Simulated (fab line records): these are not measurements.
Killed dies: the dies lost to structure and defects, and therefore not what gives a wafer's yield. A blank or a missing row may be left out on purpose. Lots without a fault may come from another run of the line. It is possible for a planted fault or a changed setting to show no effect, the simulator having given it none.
fab line records	flow n5Finfet
record lots=9	wafers=27	lastDay=17
route steps=1938 shown MOL_CONTACT_COAG@575 BEOL_M4@1111 PASSIVATION@1936
lots that met no fault: from a run of the same line without faults
startH: hours from the record's opening day to when the first of the lot's shown wafers began	waitH: time in hours since the lot's previous step	" as in the row above	L1.1+2: a row that stands for several wafers	- no value present, or no start provided	* or withheld: withheld	< > ~ a bound
route shown NAME@n: NAME is a module with steps in the file, n the number in the route of the first one	usual: mean and standard deviation over wafers with no fault	same: alike in all rows	chamber/n: place in a boat	sites: the reading at each site	_std_site: standard deviation across them	_edge_site: inner sites' mean taken away from outer sites' mean	radiusMm: for every site, how far away it sits from the centre of the wafer	mask NAME#n: copy n	behind: the last tool/chamber to shape the wafer	hold: what put the lot on hold/how long, in hours/how the hold closed	device: the n, p or np transistor that did not switch	end of line: the tests these same wafers got at the end of their route	a step with no rows: only its recipe	killed: at the first sort, the dies lost to defects and structure; wafer yield is something else	map: a wafer's dies, marking killed ones x, the rest . and places with no die _
set.NAME: setting as actually run; set.NAME@STEP: the setting as run at that earlier step	model.NAME: the simulator's own value behind a step, which no gauge read
one table for each step of the route and one row for each wafer, over a sample of lots
services: a tool's chamber out of use, with start hour (startH, from the record's first day; less than 0 if before it), hours out, and reason
## steps
# step N5_MOL_CONTACT_COAG_INSPECT_57
# recipe mode=adi	inspectInstrument=brightfield
# usual rawDefectCount=183/54
lot.wafer	tool	chamber	startH	waitH	rawDefectCount
L492.1	defectInspect-01	-	111.14	0.1	339
L492.3	"	-	"	"	165
L492.5	"	-	"	"	226
L493.2	defectInspect-02	-	115.10	0.0	174
L493.3	"	-	"	"	260
L493.4	"	-	"	"	150
L495.1	defectInspect-02	-	129.05	0.1	150
L495.2	"	-	"	"	251
L495.4	"	-	"	"	198
L498.1	defectInspect-02	-	144.74	0.1	202
L498.4	"	-	"	"	130
L498.6	"	-	"	"	122
L502.3	defectInspect-01	-	172.70	0.0	136
L502.4	"	-	"	"	110
L502.6	"	-	"	"	127
L505.1	defectInspect-01	-	190.86	0.1	191
L505.3	"	-	"	"	151
L505.4	"	-	"	"	202
L508.1	defectInspect-01	-	205.14	0.1	150
L508.2	"	-	"	"	163
L508.5	"	-	"	"	129
L511.1	defectInspect-01	-	224.73	0.1	135
L511.2	"	-	"	"	170
L511.3	"	-	"	"	175
L512.1	defectInspect-02	-	228.29	0.1	207
L512.4	"	-	"	"	272
L512.5	"	-	"	"	344
# step N5_MOL_CONTACT_COAG_ALD_131
# recipe material=SiO2	targetThkA=50	tempC=100	aldPrecursorFamily=BDEAS	aldCoReactant=O2-plasma	pulseTimeS=1	coReactantPulseTimeS=1	purgeTimeS=2	coReactantPurgeTimeS=2	aldCycles=35	pressureTorr=2
# usual heaterPowerW=77/13	precursorPulseHeightRel=1.001/0.019
# same coReactantPurgeTimeS=2
lot.wafer	tool	chamber	startH	waitH	heaterPowerW	precursorPulseHeightRel	sinceWetCleanH
L492.1	aldSin-03	0	111.37	0.1	63	0.976	12
L492.3	"	2	"	"	88	1.013	12
L492.5	"	1	"	"	105	1.004	-
L493.2	aldSin-01	2	115.39	0.1	92	1.016	108
L493.3	"	0	"	"	74	1.016	108
L493.4	"	1	"	"	63	1.009	108
L495.1	aldSin-01	2	129.44	0.1	91	1.019	122
L495.2	"	1	"	"	64	1.028	122
L495.4	"	3	"	"	78	1.006	122
L498.1	aldSin-04	3	145.14	0.1	73	0.997	334
L498.4	"	0	"	"	75	0.996	334
L498.6	"	0	"	"	76	1.016	-
L502.3	aldSin-01	3	173.06	0.2	80	0.997	165
L502.4	"	1	"	"	64	1.012	165
L502.6	"	1	"	"	65	1.031	-
L505.1	aldSin-04	1	191.22	0.2	64	1.002	0
L505.3	"	3	"	"	78	0.985	0
L505.4	"	0	"	"	70	0.994	0
L508.1	aldSin-04	0	205.70	0.2	69	0.976	15
L508.2	"	1	"	"	66	1.031	15
L508.5	"	0	"	"	69	1.037	-
L511.1	aldSin-04	0	225.01	0.2	71	1.011	34
L511.2	"	2	"	"	65	1.023	34
L511.3	"	1	"	"	65	0.958	34
L512.1	aldSin-04	1	230.10	0.1	66	1.036	39
L512.4	"	2	"	"	65	0.989	39
L512.5	"	0	"	"	69	0.996	-
# step N5_MOL_CONTACT_COAG_ETCHBACK_135
# recipe chemistry=CHF3	target=SiO2	targetDepthA=250	timeS=16.7	ionEnergyEv=200	pressureMtorr=30	sourceW=610	biasW=170	Ar_flow_sccm=200	CHF3_flow_sccm=50
# usual drypumpMotorCurrentA=5.6/0.51	oes_f_703_au=0.83/0.09	oesProductAu=0.82/0.094	rfVppV=519/9.7	showerheadPlenumPTorr=2.39/0.088	throttleValvePct=18.73/0.24
lot.wafer	tool	chamber	startH	waitH	drypumpMotorCurrentA	oes_f_703_au	oesProductAu	rfHoursCounterH	rfVppV	showerheadPlenumPTorr	throttleValvePct
L492.1	rieDiel-01	3	111.68	0.0	5.4	0.91	0.93	15	538	2.34	18.52
L492.3	"	1	"	"	5.0	0.75	0.74	153	525	2.29	19.11
L492.5	"	1	"	"	5.0	0.75	0.75	-	525	2.29	19.12
L493.2	rieDiel-01	0	115.70	0.0	4.7	0.74	0.74	179	515	2.35	18.50
L493.3	"	2	"	"	6.2	0.69	0.69	239	520	2.45	18.96
L493.4	"	3	"	"	5.4	0.90	0.93	17	539	2.34	18.50
L495.1	rieDiel-06	2	129.80	0.0	5.5	0.74	0.72	194	506	2.46	19.13
L495.2	"	3	"	"	5.6	0.85	0.84	73	513	2.32	18.83
L495.4	"	2	"	"	5.6	0.74	0.72	-	503	2.46	19.15
L498.1	rieDiel-06	0	145.44	0.0	5.7	0.88	0.88	46	519	2.53	18.55
L498.4	"	3	"	"	5.6	0.85	0.83	79	513	2.32	18.84
L498.6	"	2	"	"	5.6	0.74	0.72	-	505	2.46	19.17
L502.3	rieDiel-02	1	173.37	0.0	6.3	0.78	0.77	147	507	2.31	18.62
L502.4	"	3	"	"	6.1	0.99	1.00	1	516	2.34	18.64
L502.6	"	2	"	"	5.7	0.89	0.91	-	537	2.44	18.60
L505.1	rieDiel-02	2	191.52	0.0	5.8	0.89	0.89	26	539	2.44	18.60
L505.3	"	0	"	"	5.5	0.90	0.89	41	511	2.54	18.70
L505.4	"	1	"	"	6.3	0.78	0.76	153	508	2.31	18.60
L508.1	rieDiel-02	1	206.00	0.0	6.3	0.77	0.76	159	509	2.30	18.62
L508.2	"	0	"	"	5.5	0.89	0.87	47	511	2.54	18.70
L508.5	"	2	"	"	5.7	0.88	0.87	-	538	2.43	18.61
L511.1	rieDiel-01	0	225.32	0.0	4.7	0.71	0.71	220	516	2.33	18.57
L511.2	"	2	"	"	6.2	0.90	0.90	23	521	2.43	18.59
L511.3	"	3	"	"	5.4	0.85	0.87	50	538	2.32	18.56
L512.1	rieDiel-01	1	230.44	0.0	5.0	0.72	0.71	196	524	2.27	19.18
L512.4	"	0	"	"	4.7	0.71	0.71	222	515	2.33	18.57
L512.5	"	0	"	"	4.7	0.70	0.71	-	516	2.33	18.57
# step N5_MOL_CONTACT_COAG_EXPOSE_37
# recipe maskId=VD	na=0.33	sourceShape=annular	sigmaInner=0.3	sigmaOuter=0.7	polarization=unpolarized	defocusNm=0	doseMj=62
lot.wafer	tool	chamber	startH	waitH	mask
L492.1+3+5	euvScanner-01	0	112.22	-	VD#0
L493.2+3+4	euvScanner-02	0	116.40	-	VD#0
L495.1+2+4	euvScanner-01	0	130.48	-	VD#0
L498.1+4+6	euvScanner-01	0	146.01	-	VD#0
L502.3+4+6	euvScanner-01	0	174.05	-	VD#0
L505.1+3+4	euvScanner-02	0	192.06	-	VD#0
L508.1+2+5	euvScanner-02	0	206.67	-	VD#0
L511.1+2+3	euvScanner-02	0	225.98	-	VD#0
L512.1+4+5	euvScanner-02	0	231.10	-	VD#0
# step N5_MOL_CONTACT_COAG_OVL_MEAS_41
# recipe pointsPerWafer=522
# usual VD_OVL=-0.2/0.66
lot.wafer	tool	chamber	startH	waitH	VD_OVL[nm]
L492.1	overlay-01	0	112.40	0.0	-0.3
L492.3	"	0	"	"	-1.2
L492.5	"	0	"	"	-0.5
L493.2	overlay-01	0	116.57	0.0	-1.6
L493.3	"	0	"	"	-0.2
L493.4	"	0	"	"	-1.3
L495.1	overlay-01	0	130.65	0.0	-1.0
L495.2	"	0	"	"	-1.2
L495.4	"	0	"	"	-1.5
L498.1	overlay-01	0	146.19	0.0	9.1
L498.4	"	0	"	"	8.5
L498.6	"	0	"	"	9.5
L502.3	overlay-01	0	174.22	0.0	8.8
L502.4	"	0	"	"	9.2
L502.6	"	0	"	"	8.5
L505.1	overlay-01	0	192.24	0.0	-0.7
L505.3	"	0	"	"	0.1
L505.4	"	0	"	"	0.3
L508.1	overlay-02	0	206.85	0.0	-1.9
L508.2	"	0	"	"	-0.6
L508.5	"	0	"	"	-1.2
L511.1	overlay-02	0	226.16	0.0	-0.7
L511.2	"	0	"	"	-0.3
L511.3	"	0	"	"	-0.8
L512.1	overlay-02	0	231.28	0.0	0.9
L512.4	"	0	"	"	-0.3
L512.5	"	0	"	"	1.4
# step N5_BEOL_M4_RC_MEAS_101
# usual DIBL_N=36.8/1.5	DIBL_P=37.1/2.1	IOFF_N=0.168/0.03	IOFF_P=0.22/0.034	ION_N=679/12	ION_P=466/8	SS_N=71.7/0.58	SS_P=73.5/0.67	VT_N=248.8/2.7	VT_P=-250/3.3
lot.wafer	tool	chamber	startH	waitH	DIBL_N[mV/V]	DIBL_P[mV/V]	IOFF_N[nA/um]	IOFF_P[nA/um]	ION_N[uA/um]	ION_P[uA/um]	SS_N[mV/dec]	SS_P[mV/dec]	VT_N[mV]	VT_P[mV]
L492.1	prober-01	0	181.48	0.0	37.0	36.1	0.146	0.19	678	461	71.5	73.5	249.8	-253
L492.3	"	0	"	"	36.9	36.0	0.146	0.20	675	462	70.6	72.9	247.4	-249
L492.5	"	0	"	"	37.1	36.1	0.148	0.20	672	461	70.9	73.4	248.0	-250
L493.2	prober-02	0	181.93	0.2	36.8	36.8	0.162	0.26	690	482	71.3	73.5	248.8	-246
L493.3	"	0	"	"	37.9	38.8	0.184	0.29	689	479	71.8	74.2	249.6	-242
L493.4	"	0	"	"	37.9	37.6	0.190	0.26	704	486	71.9	73.5	246.3	-246
L495.1	prober-01	0	185.76	0.0	37.7	38.3	0.187	0.26	678	467	72.6	74.2	247.7	-246
L495.2	"	0	"	"	39.2	37.7	0.213	0.24	680	460	72.9	73.9	248.0	-247
L495.4	"	0	"	"	34.7	33.1	0.126	0.17	667	458	71.5	73.1	252.7	-252
L498.1	prober-02	0	211.98	0.0	38.5	38.9	0.202	0.22	682	455	72.4	74.0	246.2	-250
L498.4	"	0	"	"	35.3	36.3	0.153	0.19	678	466	72.1	73.2	250.0	-253
L498.6	"	0	"	"	37.8	39.0	0.204	0.24	696	467	72.0	74.1	245.2	-249
L502.3	prober-02	0	240.63	0.3	37.1	39.3	0.176	0.24	677	463	72.4	73.6	250.6	-246
L502.4	"	0	"	"	36.8	40.2	0.175	0.27	670	463	72.5	74.6	249.6	-246
L502.6	"	0	"	"	37.4	40.5	0.181	0.27	674	466	72.5	74.3	247.8	-246
L505.1	prober-02	0	248.52	0.0	36.5	37.7	0.184	0.21	686	463	71.9	73.9	245.8	-253
L505.3	"	0	"	"	35.7	37.1	0.152	0.19	682	471	71.7	72.8	249.9	-254
L505.4	"	0	"	"	38.2	39.7	0.230	0.24	697	476	73.2	74.2	242.6	-250
L508.1	prober-01	0	268.45	0.0	38.4	38.2	0.189	0.24	696	480	72.0	73.4	246.2	-250
L508.2	"	0	"	"	37.9	37.6	0.169	0.24	677	464	71.6	73.5	245.0	-249
L508.5	"	0	"	"	37.8	38.1	0.193	0.25	708	484	72.4	74.2	243.7	-245
L511.1	prober-02	0	288.14	0.0	39.5	39.8	0.233	0.28	712	478	71.8	74.5	244.4	-247
L511.2	"	0	"	"	36.3	36.0	0.149	0.21	687	472	71.4	73.2	250.9	-249
L511.3	"	0	"	"	37.7	37.7	0.182	0.23	695	476	72.2	73.2	248.9	-250
L512.1	prober-02	0	296.59	0.0	33.4	33.0	0.126	0.19	679	469	71.3	72.9	252.8	-251
L512.4	"	0	"	"	34.7	34.8	0.147	0.22	681	472	71.5	73.4	252.4	-247
L512.5	"	0	"	"	36.5	36.2	0.164	0.26	678	474	72.4	73.0	248.7	-246
# step N5_PASSIVATION_PROBE_49
# usual defectLimitedYield=91.0/1.5	killed_at_M0_to_M3=34/11	killed_at_M4_up=14/5.3	killedAtContacts=13/7	killedAtFrontEnd=41/13	killedAtOther=4/3.1	killedDies=106/17	killedOnRim=14/3.9	killedOpen=70/12	killedShort=35/8	sort_bin_5_function=5.2/0.98	sort_bin_6_memory=3.4/0.69	sortNPass=1074/17	sortYieldPct=91.0/1.5
# same grossDies=1180	killedAtBackSide=0	sort_bin_4_leakage[%]=0	sort_bin_8_speed[%]=0
lot.wafer	tool	chamber	startH	waitH	defectLimitedYield[%]	killed_at_M0_to_M3	killed_at_M4_up	killedAtContacts	killedAtFrontEnd	killedAtOther	killedDies	killedOnRim	killedOpen	killedShort	sort_bin_5_function[%]	sort_bin_6_memory[%]	sortNPass	sortYieldPct[%]
L492.1	prober-01	-	287.03	0.1	89.6	34	15	20	44	10	123	17	88	34	6.9	3.2	1057	89.6
L492.3	prober-01	-	287.13	0.2	87.0	27	17	17	89	3	153	15	113	40	7.7	4.8	1027	87.0
L492.5	prober-01	-	287.23	0.3	87.0	42	12	26	67	6	153	22	106	47	8.1	4.6	1027	87.0
L493.2	prober-01	-	288.75	0.1	92.3	17	20	9	39	6	91	13	59	30	4.6	2.8	1089	92.3
L493.3	prober-01	-	288.80	0.1	92.4	32	25	7	23	3	90	10	54	34	4.3	3.1	1090	92.4
L493.4	prober-01	-	288.85	0.2	93.1	22	9	11	40	0	82	14	52	30	3.4	3.3	1098	93.1
L498.1	prober-02	-	307.90	0.0	0	30	14	1102	33	1	1180	152	58	24	51.9	3.1	0	0
L498.4	prober-02	-	308.05	0.2	0	31	14	1105	30	0	1180	152	72	27	48.2	4.0	0	0
L498.6	prober-02	-	308.15	0.3	0.5	35	18	1062	58	1	1174	151	85	42	49.7	4.2	6	0.5
L505.1	prober-01	-	353.06	0.0	91.1	28	16	33	27	1	105	17	77	25	4.8	3.7	1075	91.1
L505.3	prober-01	-	353.16	0.1	91.7	24	32	8	29	5	98	18	59	31	4.6	3.1	1082	91.7
L505.4	prober-01	-	353.21	0.2	88.9	38	26	9	58	0	131	19	88	41	6.9	3.8	1049	88.9
L502.3	prober-02	-	356.60	0.1	0.1	23	11	1106	33	6	1179	152	40	35	47.6	2.7	1	0.1
L502.4	prober-02	-	356.65	0.2	0.3	35	11	1091	33	6	1176	152	63	34	47.5	3.3	4	0.3
L502.6	prober-02	-	356.75	0.3	1.6	32	11	1064	47	7	1161	151	82	33	50.3	3.6	19	1.6
# killed by level:class
L492.1 STI_FIN_REVEAL:geometricParticle:open=16 MOL_CONTACT_COAG:geometricParticle:open=16 BEOL_M2:geometricParticle:open=9 BEOL_M0_SAQP:geometricParticle:open=7 BEOL_M0_SAQP:geometricParticle:short=5 BEOL_M4:geometricParticle:open=5 FIN_SAQP:geometricParticle:short=4 MOL_CONTACT_COAG:geometricParticle:short=4
L492.3 STI_FIN_REVEAL:geometricParticle:open=44 MOL_CONTACT_COAG:geometricParticle:open=14 STI_FIN_REVEAL:geometricParticle:short=11 BEOL_M4:geometricParticle:open=10 BEOL_M3:geometricParticle:open=9 FIN_SAQP:geometricParticle:open=7 BEOL_M0_SAQP:geometricParticle:short=7 FIN_SAQP:geometricParticle:short=6
L492.5 STI_FIN_REVEAL:geometricParticle:open=32 MOL_CONTACT_COAG:geometricParticle:open=20 STI_FIN_REVEAL:geometricParticle:short=14 BEOL_M0_SAQP:geometricParticle:open=14 BEOL_M4:geometricParticle:open=10 BEOL_M0_SAQP:geometricParticle:short=9 MOL_CONTACT_COAG:geometricParticle:short=6 BEOL_M1:geometricParticle:open=6
L493.2 FIN_SAQP:geometricParticle:open=10 MOL_CONTACT_COAG:geometricParticle:open=7 GATE_CUT:geometricParticle:short=6 BEOL_M0_SAQP:geometricParticle:open=5 DUMMY_GATE:geometricParticle:open=4 GATE_CUT:geometricParticle:open=4 BEOL_M0_SAQP:geometricParticle:short=4 BEOL_M5:geometricParticle:open=4
L493.3 BEOL_M4:geometricParticle:open=16 BEOL_M0_SAQP:geometricParticle:open=7 FIN_SAQP:geometricParticle:open=6 BEOL_M0_SAQP:geometricParticle:short=6 BEOL_M4:geometricParticle:short=5 MOL_CONTACT_COAG:geometricParticle:open=4 BEOL_M0:geometricParticle:open=4 FIN_SAQP:geometricParticle:short=3
L493.4 MOL_CONTACT_COAG:geometricParticle:open=8 BEOL_M0_SAQP:geometricParticle:short=8 FIN_SAQP:geometricParticle:open=7 GATE_CUT:geometricParticle:short=6 BEOL_M4:geometricParticle:open=6 FIN_SAQP:geometricParticle:short=5 DUMMY_GATE:geometricParticle:open=5 STI_FIN_REVEAL:geometricParticle:open=4
L498.1 MOL_CONTACT_COAG:overlay=1090 MOL_CONTACT_COAG:geometricParticle:open=10 BEOL_M0_SAQP:geometricParticle:open=8 HKMG_FIN:areaEtch=7 BEOL_M0_SAQP:geometricParticle:short=6 BEOL_M3:geometricParticle:open=6 FIN_SAQP:geometricParticle:open=5 STI_FIN_REVEAL:geometricParticle:open=5
L498.4 MOL_CONTACT_COAG:overlay=1081 MOL_CONTACT_COAG:geometricParticle:open=18 BEOL_M0_SAQP:geometricParticle:open=9 FIN_SAQP:geometricParticle:open=7 MOL_CONTACT_COAG:geometricParticle:short=6 BEOL_M0_SAQP:geometricParticle:short=6 BEOL_M1:geometricParticle:open=6 BEOL_M4:geometricParticle:open=6
L498.6 MOL_CONTACT_COAG:overlay=1047 STI_FIN_REVEAL:geometricParticle:open=26 MOL_CONTACT_COAG:geometricParticle:open=14 BEOL_M1:geometricParticle:open=10 BEOL_M0_SAQP:geometricParticle:short=10 STI_FIN_REVEAL:geometricParticle:short=5 BEOL_M0_SAQP:geometricParticle:open=5 FIN_SAQP:geometricParticle:short=4
L505.1 MOL_CONTACT_COAG:geometricParticle:open=27 BEOL_M4:geometricParticle:open=11 BEOL_M2:geometricParticle:open=8 BEOL_M1:geometricParticle:open=6 MOL_CONTACT_COAG:geometricParticle:short=6 BEOL_M3:geometricParticle:open=6 ILD0:geometricParticle:short=5 BEOL_M0_SAQP:geometricParticle:open=4
L505.3 BEOL_M4:geometricParticle:open=19 FIN_SAQP:geometricParticle:open=10 MOL_CONTACT_COAG:geometricParticle:open=6 BEOL_M4:geometricParticle:short=5 HKMG_FIN:areaEtch=5 BEOL_M0_SAQP:geometricParticle:short=4 BEOL_M0_SAQP:geometricParticle:open=4 BEOL_M2:geometricParticle:short=4
L505.4 FIN_SAQP:geometricParticle:open=20 BEOL_M4:geometricParticle:open=13 STI_FIN_REVEAL:geometricParticle:open=9 MOL_CONTACT_COAG:geometricParticle:open=8 BEOL_M0:geometricParticle:short=7 BEOL_M2:geometricParticle:open=7 FIN_SAQP:geometricParticle:short=6 DUMMY_GATE:geometricParticle:open=6
L502.3 MOL_CONTACT_COAG:overlay=1103 DUMMY_GATE:geometricParticle:open=9 BEOL_M0_SAQP:geometricParticle:open=8 STARTING-WAFER:geometricParticle:short=6 FIN_SAQP:geometricParticle:short=4 BEOL_M0_SAQP:geometricParticle:short=4 BEOL_M2:geometricParticle:open=4 BEOL_M4:geometricParticle:open=4
L502.4 MOL_CONTACT_COAG:overlay=1079 BEOL_M2:geometricParticle:open=11 STI_FIN_REVEAL:geometricParticle:open=7 MOL_CONTACT_COAG:geometricParticle:open=7 GATE_CUT:geometricParticle:short=6 BEOL_M0_SAQP:geometricParticle:short=6 MOL_CONTACT_COAG:geometricParticle:short=5 BEOL_M1:geometricParticle:open=5
L502.6 MOL_CONTACT_COAG:overlay=1046 STI_FIN_REVEAL:geometricParticle:open=19 MOL_CONTACT_COAG:geometricParticle:open=15 BEOL_M3:geometricParticle:open=11 BEOL_M0_SAQP:geometricParticle:open=6 BEOL_M0_SAQP:geometricParticle:short=6 FIN_SAQP:geometricParticle:short=5 GATE_CUT:geometricParticle:short=5
## services
tool	chamber	startH	hours	kind
euvScanner-01	-	88.80	0.4	repair
euvScanner-02	-	95.83	4.6	pm
rieDiel-02	2	96.77	1.5	repair
euvScanner-02	-	102.89	1.0	pm
euvScanner-01	-	112.28	4.6	pm
aldSin-04	-	115.62	1.8	repair
euvScanner-02	0	119.10	-	calibration
euvScanner-01	-	123.45	1.0	pm
rieDiel-01	3	130.35	4.5	repair
rieDiel-01	-	148.96	0.1	repair
rieDiel-02	1	158.46	5.5	repair
euvScanner-02	-	159.04	1.0	pm
aldSin-04	-	176.82	14.0	pm
aldSin-04	0	176.82	14.0	ventCycle
aldSin-04	1	176.82	14.0	ventCycle
aldSin-04	2	176.82	14.0	ventCycle
aldSin-04	3	176.82	14.0	ventCycle
euvScanner-01	-	179.60	1.0	pm
euvScanner-02	-	185.52	5.8	pm
aldSin-04	0	190.82	-	clean
aldSin-04	1	190.82	-	clean
euvScanner-01	-	195.35	0.2	repair
euvScanner-02	-	215.19	1.0	pm
rieDiel-06	-	215.62	15.6	pm
## key
firstSign step=N5_MOL_CONTACT_COAG_OVL_MEAS_41	reading=VD_OVL	direction=up	sigmas=14	usual=-0.2	struck=8.9
effect step=N5_PASSIVATION_PROBE_49	reading=killedAtContacts	direction=up	sigmas=99+	usual=13	struck=1088
moreKillsBornAt N5_MOL_CONTACT_COAG_EXPOSE_37@euvScanner-01=6446
metAt N5_MOL_CONTACT_COAG_EXPOSE_37
struckLots L498,L502
notActingAt N5_MOL_CONTACT_COAG_INSPECT_57,N5_MOL_CONTACT_COAG_ALD_131,N5_MOL_CONTACT_COAG_ETCHBACK_135
onsetBetween 130.48 146.01
fault kind=scannerMatchingOverlay	tool=euvScanner-01	chamber=-	onsetH=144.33	steps=N5_MOL_CONTACT_COAG_EXPOSE_37	offset=9.2325
